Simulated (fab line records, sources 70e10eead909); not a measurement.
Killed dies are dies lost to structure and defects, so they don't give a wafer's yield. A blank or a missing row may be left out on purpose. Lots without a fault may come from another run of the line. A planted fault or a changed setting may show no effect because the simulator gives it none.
Which tool did it? | flow nand_harc | 13 lots, 39 wafers sampled, at 5 steps of a route of 1159

WHAT THE GAUGES READ, wafer by wafer
NHARC_END_SORT_01. Usual: defect_limited_yield 95.1 %, standard deviation 1.7; killed_at_array 29, standard deviation 11; killed_at_other 0.5, standard deviation 0.85; killed_at_periphery 3.0, standard deviation 2.3; killed_dies 33, standard deviation 12; killed_open 3.3, standard deviation 1.9; killed_short 2.0, standard deviation 1.5; sort_bin_2_pct 1.5 %, standard deviation 0.66; sort_bin_3_pct 0.25 %, standard deviation 0.21; sort_bin_4_pct 3.1 %, standard deviation 1.2; sort_n_pass 644, standard deviation 12; sort_rim_yield_pct 96.7 %, standard deviation 2; sort_yield_pct 95.1 %, standard deviation 1.7.
lot  | measured     | on        | defect_limited_yield (%) | killed_at_array | killed_at_other | killed_at_periphery | killed_dies | killed_open | killed_short | sort_bin_2_pct (%) | sort_bin_3_pct (%) | sort_bin_4_pct (%) | sort_n_pass | sort_rim_yield_pct (%) | sort_yield_pct (%) | flag
L562 | day 24 16:26 | prober-02 | 97.6 96.2 97.2           | 16 25 18        | 0 0 0           | 0 1 1               | 16 26 19    | 1 2 3       | 1 3 2        | 0.7 0.9 0.3        | 0 0.44 0.30        | 1.6 2.5 2.2        | 661 651 658 | 96.2 97.2 99.1         | 97.6 96.2 97.2     |
L574 | day 27 03:19 | prober-01 | 93.8 92.8 95.7           | 39 43 26        | 0 0 0           | 3 6 3               | 42 49 29    | 6 3 3       | 0 3 2        | 1.5 1.8 0.7        | 0.15 0 0.44        | 4.6 5.5 3.1        | 635 628 648 | 89.6 97.2 94.3         | 93.8 92.8 95.7     |

WHICH TOOL RAN EACH LOT (tool, then ch and the chambers of the sampled wafers, then the start)
lot  | NHARC_A_BLC_PVD_32                      | NHARC_A_M0_DEGAS_28          | NHARC_A_M0_PVD_21            | NHARC_A_M0_CMP_23
L562 | pvd_sputter-02, day 22 22:05 or earlier | pvd_sputter-01, day 22 22:05 | pvd_sputter-01, day 22 22:19 | cmp-01 ch 0,2,3, day 22 23:10
L563 | pvd_sputter-01, day 23 05:40 or earlier | pvd_sputter-03, day 23 05:40 | pvd_sputter-03, day 23 05:53 | cmp-04 ch 0,2,3, day 23 06:44
L561 | pvd_sputter-01, day 23 09:29 or earlier | pvd_sputter-01, day 23 09:29 | pvd_sputter-01, day 23 09:43 | cmp-02 ch 0,1, day 23 10:34
L560 | pvd_sputter-03, day 23 09:55 or earlier | pvd_sputter-01, day 23 09:55 | pvd_sputter-01, day 23 10:37 | cmp-04 ch 0,1,3, day 23 11:28
L565 | pvd_sputter-03, day 23 18:01 or earlier | pvd_sputter-03, day 23 18:01 | pvd_sputter-03, day 23 18:16 | cmp-04 ch 2,3, day 23 19:08
L569 | pvd_sputter-01, day 23 22:56 or earlier | pvd_sputter-01, day 23 22:56 | pvd_sputter-01, day 23 23:10 | cmp-01 ch 1,2,3, day 24 00:02
L572 | pvd_sputter-03, day 24 04:32 or earlier | pvd_sputter-01, day 24 04:32 | pvd_sputter-01, day 24 04:46 | cmp-02 ch 1,3, day 24 05:41
L570 | pvd_sputter-01, day 25 04:29 or earlier | pvd_sputter-01, day 25 04:29 | pvd_sputter-01, day 25 04:43 | cmp-04 ch 1,2, day 25 05:39
L574 | pvd_sputter-02, day 25 05:37 or earlier | pvd_sputter-02, day 25 05:37 | pvd_sputter-02, day 25 05:52 | cmp-02 ch 0,2, day 25 06:42
L578 | pvd_sputter-02, day 25 06:16 or earlier | pvd_sputter-02, day 25 06:16 | pvd_sputter-02, day 25 06:32 | cmp-01 ch 0,2,3, day 25 07:27
L580 | pvd_sputter-02, day 25 11:08 or earlier | pvd_sputter-03, day 25 11:08 | pvd_sputter-03, day 25 11:23 | cmp-04 ch 0,3, day 25 12:28
L579 | pvd_sputter-03, day 25 12:40 or earlier | pvd_sputter-03, day 25 12:40 | pvd_sputter-03, day 25 12:53 | cmp-02 ch 1,3, day 25 13:52
L582 | pvd_sputter-02, day 26 13:31 or earlier | pvd_sputter-02, day 26 13:31 | pvd_sputter-02, day 26 13:45 | cmp-02 ch 1,2,3, day 26 14:37
- NHARC_A_BLC_PVD_32: deposits Ti, target thk 5 nm, time 17.7 s.
- NHARC_A_M0_DEGAS_28: time 60 s.
- NHARC_A_M0_PVD_21: deposits Cu, target thk 30 nm, time 20.49 s.
- NHARC_A_M0_CMP_23: polishes, t overpolish 20 s, target thk 113.75 nm.

WHAT THE TOOLS THEMSELVES READ (means of the sampled wafers that have a number; where no wafer has one, the mark that the record gives instead)
NHARC_A_BLC_PVD_32. Usual: cathode_dc_power_W 5000.1 W, standard deviation 0.83; throttle_valve_pct 29.7 %, standard deviation 0.84.
lot  | tool           | cathode_dc_power_W (W) | throttle_valve_pct (%) | flag
L562 | pvd_sputter-02 | 4999.5                 | 30.1                   |
L563 | pvd_sputter-01 | 4999.8                 | 30.7                   |
L561 | pvd_sputter-01 | 5000.2                 | 30.8                   |
L560 | pvd_sputter-03 | 5000.7                 | 29.6                   |
L565 | pvd_sputter-03 | 4999.9                 | 29.5                   |
L569 | pvd_sputter-01 | 5000.7                 | 30.2                   |
L572 | pvd_sputter-03 | 5000.2                 | 29.7                   |
L570 | pvd_sputter-01 | 5001.0                 | 30.1                   |
L574 | pvd_sputter-02 | 4999.9                 | 30.3                   |
L578 | pvd_sputter-02 | 4999.7                 | 29.3                   |
L580 | pvd_sputter-02 | 4999.5                 | 29.4                   |
L579 | pvd_sputter-03 | 5000.0                 | 29.6                   |
L582 | pvd_sputter-02 | 4999.8                 | 29.6                   |

NHARC_A_M0_DEGAS_28. Usual: heater_power_w 344 W, standard deviation 36.
lot  | tool           | heater_power_w (W) | flag
L562 | pvd_sputter-01 | 366                |
L563 | pvd_sputter-03 | 308                |
L561 | pvd_sputter-01 | 354                |
L560 | pvd_sputter-01 | 353                |
L565 | pvd_sputter-03 | 315                |
L569 | pvd_sputter-01 | 363                |
L572 | pvd_sputter-01 | 377                |
L570 | pvd_sputter-01 | 376                |
L574 | pvd_sputter-02 | 344                |
L578 | pvd_sputter-02 | 364                |
L580 | pvd_sputter-03 | 308                |
L579 | pvd_sputter-03 | 310                |
L582 | pvd_sputter-02 | 371                |

NHARC_A_M0_PVD_21. Usual: cathode_dc_power_W 5000.0 W, standard deviation 0.93; throttle_valve_pct 29.9 %, standard deviation 0.83.
lot  | tool           | cathode_dc_power_W (W) | throttle_valve_pct (%) | flag
L562 | pvd_sputter-01 | 4999.8                 | 30.6                   |
L563 | pvd_sputter-03 | 4999.6                 | 29.5                   |
L561 | pvd_sputter-01 | 4998.9                 | 30.6                   |
L560 | pvd_sputter-01 | 4999.8                 | 30.0                   |
L565 | pvd_sputter-03 | 5000.2                 | 29.6                   |
L569 | pvd_sputter-01 | 5001.0                 | 30.4                   |
L572 | pvd_sputter-01 | 5061.4                 | 30.7                   | OFF
L570 | pvd_sputter-01 | 5061.6                 | 30.4                   | OFF
L574 | pvd_sputter-02 | 4999.6                 | 29.5                   |
L578 | pvd_sputter-02 | 5000.0                 | 28.9                   |
L580 | pvd_sputter-03 | 4999.4                 | 29.1                   |
L579 | pvd_sputter-03 | 5000.6                 | 29.2                   |
L582 | pvd_sputter-02 | 4998.9                 | 29.3                   |

NHARC_A_M0_CMP_23. Usual: motor_current_A 12.2 A, standard deviation 0.96; time_to_endpoint_s 29.7 s, standard deviation 3.
lot  | tool   | motor_current_A (A) | time_to_endpoint_s (s) | flag
L562 | cmp-01 | 12.2                | 32.4                   |
L563 | cmp-04 | 12.2                | 28.4                   |
L561 | cmp-02 | 12.7                | 25.0                   |
L560 | cmp-04 | 11.9                | 30.0                   |
L565 | cmp-04 | 12.5                | 29.0                   |
L569 | cmp-01 | 12.5                | 32.1                   |
L572 | cmp-02 | 10.7                | 28.3                   |
L570 | cmp-04 | 12.5                | 31.9                   |
L574 | cmp-02 | 12.9                | 27.0                   |
L578 | cmp-01 | 12.1                | 33.8                   |
L580 | cmp-04 | 12.1                | 29.3                   |
L579 | cmp-02 | 11.0                | 29.8                   |
L582 | cmp-02 | 11.2                | 28.0                   |

THE ANSWER, worked out from the rows above alone
Rule: a lot is off if the mean of its wafers that have a number lies more than 3 standard deviations from the usual mean. A lot without any number at a reading at which 4 lots or more have one is off too. The other lots that the step has rows for count as sound. The gauges are gone through in route order, then the tools' own readings, and for those a lot's mean is taken as printed above. The first step at which some lot is off is used, and at that step the reading that is off furthest; a lot without a number counts as furthest.
Off: L572, L570, at NHARC_A_M0_PVD_21 (cathode_dc_power_W).
A tool fits if, at that step or a process step before it, it ran every lot that is off, and no sound lot after the first of them. NHARC_A_BLC_PVD_32 gives no start for some lots, so the hours and the order of its lots are those of NHARC_A_M0_DEGAS_28. One fits: pvd_sputter-01 at NHARC_A_M0_DEGAS_28 and NHARC_A_M0_PVD_21. At NHARC_A_M0_DEGAS_28 its last sound lot is L569 (day 23 22:56), its first lot that is off L572 (day 24 04:32): a fault that began between those two fits.

WHAT THE SIMULATOR HAD PUT IN
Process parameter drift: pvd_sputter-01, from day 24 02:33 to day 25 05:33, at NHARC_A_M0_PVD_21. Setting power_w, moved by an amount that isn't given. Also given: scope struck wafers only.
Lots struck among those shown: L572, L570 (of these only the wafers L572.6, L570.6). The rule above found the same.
